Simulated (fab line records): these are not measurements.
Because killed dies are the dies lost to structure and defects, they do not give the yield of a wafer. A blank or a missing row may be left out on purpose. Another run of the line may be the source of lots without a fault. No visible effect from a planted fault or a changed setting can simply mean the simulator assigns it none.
Which tool was responsible? / flow n5_finfet / Sampling: 9 lots, 26 wafers, 6 of 1938 route steps

WHAT THE GAUGES SHOWED, per wafer
N5_FIN_SAQP_OVL_MEAS_17.
lot=L371; measured=day 2 03:58; on=overlay-02; FIN_CORE_OVL (nm)=0.9 0.8
lot=L376; measured=day 3 09:49; on=overlay-01; FIN_CORE_OVL (nm)=-0.8 0.3 0.5
lot=L384; measured=day 5 09:10; on=overlay-02; FIN_CORE_OVL (nm)=0.3 -0.4 -0.9
lot=L385; measured=day 5 15:28; on=overlay-02; FIN_CORE_OVL (nm)=1.0 0.9 1.6
lot=L386; measured=day 5 21:29; on=overlay-02; FIN_CORE_OVL (nm)=0.5 0.2 0.7
lot=L389; measured=day 6 15:59; on=overlay-01; FIN_CORE_OVL (nm)=-0.3 -0.1 -1.4
lot=L390; measured=day 6 22:33; on=overlay-01; FIN_CORE_OVL (nm)=0.1 -0.2 -0.5
lot=L391; measured=day 7 04:13; on=overlay-02; FIN_CORE_OVL (nm)=0.4 -1.1 -0.9
lot=L393; measured=day 7 15:50; on=overlay-01; FIN_CORE_OVL (nm)=0.4 0.3 -0.1

N5_FIN_SAQP_CD_MEAS_27: the cd target is 20 nm.
lot=L371; measured=day 2 06:03; on=cd_sem-01; cd_nm (nm)=20.40 20.20
lot=L376; measured=day 3 13:05; on=cd_sem-01; cd_nm (nm)=20.51 20.33 20.30
lot=L384; measured=day 5 11:28; on=cd_sem-02; cd_nm (nm)=20.47 20.14 20.21
lot=L385; measured=day 5 17:47; on=cd_sem-01; cd_nm (nm)=20.48 20.59 20.67
lot=L386; measured=day 5 23:50; on=cd_sem-03; cd_nm (nm)=20.53 20.57 20.41
lot=L389; measured=day 6 18:27; on=cd_sem-03; cd_nm (nm)=- - -
lot=L390; measured=day 7 00:40; on=cd_sem-02; cd_nm (nm)=- - -
lot=L391; measured=day 7 06:27; on=cd_sem-03; cd_nm (nm)=- - -
lot=L393; measured=day 7 18:26; on=cd_sem-01; cd_nm (nm)=20.05 20.28 19.96

N5_BEOL_M4_RC_MEAS_101.
lot=L371; measured=day 12 07:51; on=prober-01; DIBL_N (mV/V)=33.3 34.5; DIBL_P (mV/V)=35 36; IOFF_N (nA/um)=0.12 0.13; IOFF_P (nA/um)=0.19 0.23; ION_N (uA/um)=655 664; ION_P (uA/um)=460 464; SS_N (mV/dec)=70.6 70.5; SS_P (mV/dec)=73.0 72.7; VT_N (mV)=254 249; VT_P (mV)=-250 -244
lot=L376; measured=day 12 13:42; on=prober-02; DIBL_N (mV/V)=35.9 31.9 35.3; DIBL_P (mV/V)=36 31 34; IOFF_N (nA/um)=0.16 0.10 0.16; IOFF_P (nA/um)=0.18 0.13 0.17; ION_N (uA/um)=671 663 670; ION_P (uA/um)=449 451 453; SS_N (mV/dec)=71.5 69.7 70.8; SS_P (mV/dec)=74.0 72.0 72.7; VT_N (mV)=248 252 246; VT_P (mV)=-250 -256 -255
lot=L384; measured=day 15 11:49; on=prober-02; DIBL_N (mV/V)=36.9 38.7 39.8; DIBL_P (mV/V)=34 37 37; IOFF_N (nA/um)=0.16 0.19 0.22; IOFF_P (nA/um)=0.20 0.24 0.24; ION_N (uA/um)=689 693 688; ION_P (uA/um)=470 472 465; SS_N (mV/dec)=70.9 71.8 71.8; SS_P (mV/dec)=72.9 74.2 73.6; VT_N (mV)=249 243 243; VT_P (mV)=-247 -245 -247
lot=L385; measured=day 15 08:42; on=prober-01; DIBL_N (mV/V)=35.5 37.7 33.9; DIBL_P (mV/V)=36 38 34; IOFF_N (nA/um)=0.15 0.20 0.13; IOFF_P (nA/um)=0.18 0.22 0.16; ION_N (uA/um)=672 686 667; ION_P (uA/um)=457 463 457; SS_N (mV/dec)=72.1 71.2 70.4; SS_P (mV/dec)=72.9 74.2 72.4; VT_N (mV)=249 244 248; VT_P (mV)=-253 -251 -255
lot=L386; measured=day 14 17:44; on=prober-01; DIBL_N (mV/V)=31.4 37.2 36.4; DIBL_P (mV/V)=30 36 35; IOFF_N (nA/um)=0.09 0.19 0.16; IOFF_P (nA/um)=0.13 0.20 0.19; ION_N (uA/um)=645 672 668; ION_P (uA/um)=446 462 458; SS_N (mV/dec)=69.8 71.5 71.4; SS_P (mV/dec)=72.4 73.5 73.7; VT_N (mV)=255 247 250; VT_P (mV)=-258 -249 -254
lot=L393; measured=day 17 10:15; on=prober-01; DIBL_N (mV/V)=37.5 40.1 37.4; DIBL_P (mV/V)=39 42 38; IOFF_N (nA/um)=0.20 0.24 0.19; IOFF_P (nA/um)=0.25 0.29 0.24; ION_N (uA/um)=683 679 681; ION_P (uA/um)=463 461 466; SS_N (mV/dec)=72.7 72.7 72.0; SS_P (mV/dec)=73.3 74.2 73.7; VT_N (mV)=246 246 247; VT_P (mV)=-248 -248 -247

TOOL THAT RAN EACH LOT (tool first, then ch and the chambers of the sampled wafers, then the start)
lot=L371; N5_FIN_SAQP_DESCUM_21=rie_diel-01 ch 1,3, day 2 04:01; N5_FIN_SAQP_ETCH_52=rie_diel-01 ch 1,3, day 2 04:07; N5_FIN_SAQP_SPACER1_ALD_24=ald_sin-03 ch 1,2, day 2 05:08
lot=L376; N5_FIN_SAQP_DESCUM_21=rie_diel-01 ch 1,2, day 3 09:52; N5_FIN_SAQP_ETCH_52=rie_diel-01 ch 1,2, day 3 09:58; N5_FIN_SAQP_SPACER1_ALD_24=ald_sin-04 ch 0,3, day 3 12:10
lot=L384; N5_FIN_SAQP_DESCUM_21=rie_diel-03 ch 0,2, day 5 09:13; N5_FIN_SAQP_ETCH_52=rie_diel-03 ch 0,2, day 5 09:19; N5_FIN_SAQP_SPACER1_ALD_24=ald_sin-04 ch 0,2,3, day 5 10:33
lot=L385; N5_FIN_SAQP_DESCUM_21=rie_diel-03 ch 0,1,2, day 5 15:31; N5_FIN_SAQP_ETCH_52=rie_diel-03 ch 0,1,2, day 5 15:37; N5_FIN_SAQP_SPACER1_ALD_24=ald_sin-04 ch 0,1,3, day 5 16:50
lot=L386; N5_FIN_SAQP_DESCUM_21=rie_diel-04 ch 1,3, day 5 21:49; N5_FIN_SAQP_ETCH_52=rie_diel-04 ch 1,3, day 5 21:55; N5_FIN_SAQP_SPACER1_ALD_24=ald_sin-03 ch 0,2,3, day 5 22:55
lot=L389; N5_FIN_SAQP_DESCUM_21=rie_diel-01 ch 1,3, day 6 16:02; N5_FIN_SAQP_ETCH_52=rie_diel-01 ch 1,3, day 6 16:08; N5_FIN_SAQP_SPACER1_ALD_24=ald_sin-04 ch 1,2, day 6 17:32
lot=L390; N5_FIN_SAQP_DESCUM_21=rie_diel-04 ch 1,2,3, day 6 22:40; N5_FIN_SAQP_ETCH_52=rie_diel-04 ch 1,2,3, day 6 22:45; N5_FIN_SAQP_SPACER1_ALD_24=ald_sin-03 ch 1,2,3, day 6 23:45
lot=L391; N5_FIN_SAQP_DESCUM_21=rie_diel-03 ch 0,2, day 7 04:24; N5_FIN_SAQP_ETCH_52=rie_diel-03 ch 0,2, day 7 04:29; N5_FIN_SAQP_SPACER1_ALD_24=ald_sin-03 ch 1,2,3, day 7 05:29
lot=L393; N5_FIN_SAQP_DESCUM_21=rie_diel-01 ch 1,2, day 7 16:01; N5_FIN_SAQP_ETCH_52=rie_diel-01 ch 1,2, day 7 16:07; N5_FIN_SAQP_SPACER1_ALD_24=ald_sin-03 ch 1,2,3, day 7 17:50
- N5_FIN_SAQP_DESCUM_21: chemistry O2, time 7.9 s.
- N5_FIN_SAQP_ETCH_52: etches SOC in N2/H2, target depth 100 nm, overetch 20 nm, time 150 s.
- N5_FIN_SAQP_SPACER1_ALD_24: deposits SiO2, target thk 20.3 nm, pulse time 1 s, purge time 2 s.

AS READ BY THE TOOLS THEMSELVES (means over the sampled wafers that have a number; for cases with no such wafer, the mark the record gives instead)
N5_FIN_SAQP_DESCUM_21.
lot=L371; tool=rie_diel-01; drypump_motor_current_A (A)=5.69; oes_product_au (a.u.)=0.82; rf_vpp_V (V)=244.1; showerhead_plenum_p_Torr (Torr)=2.12; throttle_valve_pct (%)=20.18
lot=L376; tool=rie_diel-01; drypump_motor_current_A (A)=5.58; oes_product_au (a.u.)=0.86; rf_vpp_V (V)=245.1; showerhead_plenum_p_Torr (Torr)=2.16; throttle_valve_pct (%)=20.39
lot=L384; tool=rie_diel-03; drypump_motor_current_A (A)=5.84; oes_product_au (a.u.)=0.75; rf_vpp_V (V)=243.6; showerhead_plenum_p_Torr (Torr)=2.14; throttle_valve_pct (%)=20.44
lot=L385; tool=rie_diel-03; drypump_motor_current_A (A)=5.75; oes_product_au (a.u.)=0.77; rf_vpp_V (V)=243.2; showerhead_plenum_p_Torr (Torr)=2.10; throttle_valve_pct (%)=20.53
lot=L386; tool=rie_diel-04; drypump_motor_current_A (A)=5.45; oes_product_au (a.u.)=0.74; rf_vpp_V (V)=244.1; showerhead_plenum_p_Torr (Torr)=2.15; throttle_valve_pct (%)=20.78
lot=L389; tool=rie_diel-01; drypump_motor_current_A (A)=5.67; oes_product_au (a.u.)=0.81; rf_vpp_V (V)=244.5; showerhead_plenum_p_Torr (Torr)=2.14; throttle_valve_pct (%)=20.24
lot=L390; tool=rie_diel-04; drypump_motor_current_A (A)=5.50; oes_product_au (a.u.)=0.71; rf_vpp_V (V)=242.9; showerhead_plenum_p_Torr (Torr)=2.14; throttle_valve_pct (%)=20.66
lot=L391; tool=rie_diel-03; drypump_motor_current_A (A)=5.81; oes_product_au (a.u.)=0.74; rf_vpp_V (V)=244.5; showerhead_plenum_p_Torr (Torr)=2.14; throttle_valve_pct (%)=20.44
lot=L393; tool=rie_diel-01; drypump_motor_current_A (A)=5.58; oes_product_au (a.u.)=0.82; rf_vpp_V (V)=243.9; showerhead_plenum_p_Torr (Torr)=2.15; throttle_valve_pct (%)=20.46

N5_FIN_SAQP_ETCH_52.
lot=L371; tool=rie_diel-01; drypump_motor_current_A (A)=5.71; oes_product_au (a.u.)=0.73; rf_vpp_V (V)=525.1; showerhead_plenum_p_Torr (Torr)=2.61; throttle_valve_pct (%)=17.79
lot=L376; tool=rie_diel-01; drypump_motor_current_A (A)=5.58; oes_product_au (a.u.)=0.77; rf_vpp_V (V)=528.2; showerhead_plenum_p_Torr (Torr)=2.66; throttle_valve_pct (%)=17.96
lot=L384; tool=rie_diel-03; drypump_motor_current_A (A)=5.83; oes_product_au (a.u.)=0.68; rf_vpp_V (V)=526.3; showerhead_plenum_p_Torr (Torr)=2.60; throttle_valve_pct (%)=17.77
lot=L385; tool=rie_diel-03; drypump_motor_current_A (A)=5.76; oes_product_au (a.u.)=0.69; rf_vpp_V (V)=524.0; showerhead_plenum_p_Torr (Torr)=2.54; throttle_valve_pct (%)=17.80
lot=L386; tool=rie_diel-04; drypump_motor_current_A (A)=5.47; oes_product_au (a.u.)=0.67; rf_vpp_V (V)=525.3; showerhead_plenum_p_Torr (Torr)=2.61; throttle_valve_pct (%)=18.19
lot=L389; tool=rie_diel-01; drypump_motor_current_A (A)=5.66; oes_product_au (a.u.)=0.72; rf_vpp_V (V)=526.6; showerhead_plenum_p_Torr (Torr)=2.63; throttle_valve_pct (%)=17.85
lot=L390; tool=rie_diel-04; drypump_motor_current_A (A)=5.51; oes_product_au (a.u.)=0.64; rf_vpp_V (V)=526.0; showerhead_plenum_p_Torr (Torr)=2.60; throttle_valve_pct (%)=18.14
lot=L391; tool=rie_diel-03; drypump_motor_current_A (A)=5.82; oes_product_au (a.u.)=0.66; rf_vpp_V (V)=525.0; showerhead_plenum_p_Torr (Torr)=2.59; throttle_valve_pct (%)=17.79
lot=L393; tool=rie_diel-01; drypump_motor_current_A (A)=5.57; oes_product_au (a.u.)=0.74; rf_vpp_V (V)=526.4; showerhead_plenum_p_Torr (Torr)=2.64; throttle_valve_pct (%)=18.02

N5_FIN_SAQP_SPACER1_ALD_24.
lot=L371; tool=ald_sin-03; chamber_pressure_Torr (Torr)=2.000; heater_power_w (W)=470; precursor_pulse_height_rel=0.998; susceptor_temp_C (C)=299.82
lot=L376; tool=ald_sin-04; chamber_pressure_Torr (Torr)=2.003; heater_power_w (W)=463; precursor_pulse_height_rel=1.005; susceptor_temp_C (C)=300.06
lot=L384; tool=ald_sin-04; chamber_pressure_Torr (Torr)=2.000; heater_power_w (W)=476; precursor_pulse_height_rel=0.996; susceptor_temp_C (C)=300.02
lot=L385; tool=ald_sin-04; chamber_pressure_Torr (Torr)=1.999; heater_power_w (W)=493; precursor_pulse_height_rel=1.003; susceptor_temp_C (C)=300.18
lot=L386; tool=ald_sin-03; chamber_pressure_Torr (Torr)=2.001; heater_power_w (W)=507; precursor_pulse_height_rel=1.003; susceptor_temp_C (C)=299.92
lot=L389; tool=ald_sin-04; chamber_pressure_Torr (Torr)=-; heater_power_w (W)=-; precursor_pulse_height_rel=-; susceptor_temp_C (C)=-
lot=L390; tool=ald_sin-03; chamber_pressure_Torr (Torr)=-; heater_power_w (W)=-; precursor_pulse_height_rel=-; susceptor_temp_C (C)=-
lot=L391; tool=ald_sin-03; chamber_pressure_Torr (Torr)=-; heater_power_w (W)=-; precursor_pulse_height_rel=-; susceptor_temp_C (C)=-
lot=L393; tool=ald_sin-03; chamber_pressure_Torr (Torr)=2.005; heater_power_w (W)=492; precursor_pulse_height_rel=1.014; susceptor_temp_C (C)=300.04

THE ANSWER, worked out from the rows above alone
Rule: the usual values come from the lots themselves. Put in order of their means at a reading, lots are off if they are a third of the lots or fewer, leave a main group of 4 or more, and stand apart from it by a gap of 3 or more times the standard deviation of the main group's means; of several such gaps the widest counts. Not used: any main group whose means are identical at the precision the tables above print for the reading. Also off: a lot with no number at a reading for which 4 or more lots have one. The other lots that the step has rows for count as sound. Order of review: gauges by route order, followed by the tools' own readings, for which a lot's mean as printed above is used. At the first step where some lot is off, the reading lying furthest off is the one used; lots without a number count as furthest.
Off: L389, L390, L391 (N5_FIN_SAQP_CD_MEAS_27, cd_nm). Without a number there: L389, L390, L391. The main group has a mean of 20.36 nm with a standard deviation of 0.16.
If a tool, at a process step before that reading, ran all the lots that are off and no sound lot after the first of them, it fits. Not tried: the gauges at N5_FIN_SAQP_CD_MEAS_27; whatever is off there is also off at N5_FIN_SAQP_SPACER1_ALD_24, on other tools, and gauge error can't account for it. No candidate that was tried fits.

WHAT THE SIMULATOR HAD PUT IN
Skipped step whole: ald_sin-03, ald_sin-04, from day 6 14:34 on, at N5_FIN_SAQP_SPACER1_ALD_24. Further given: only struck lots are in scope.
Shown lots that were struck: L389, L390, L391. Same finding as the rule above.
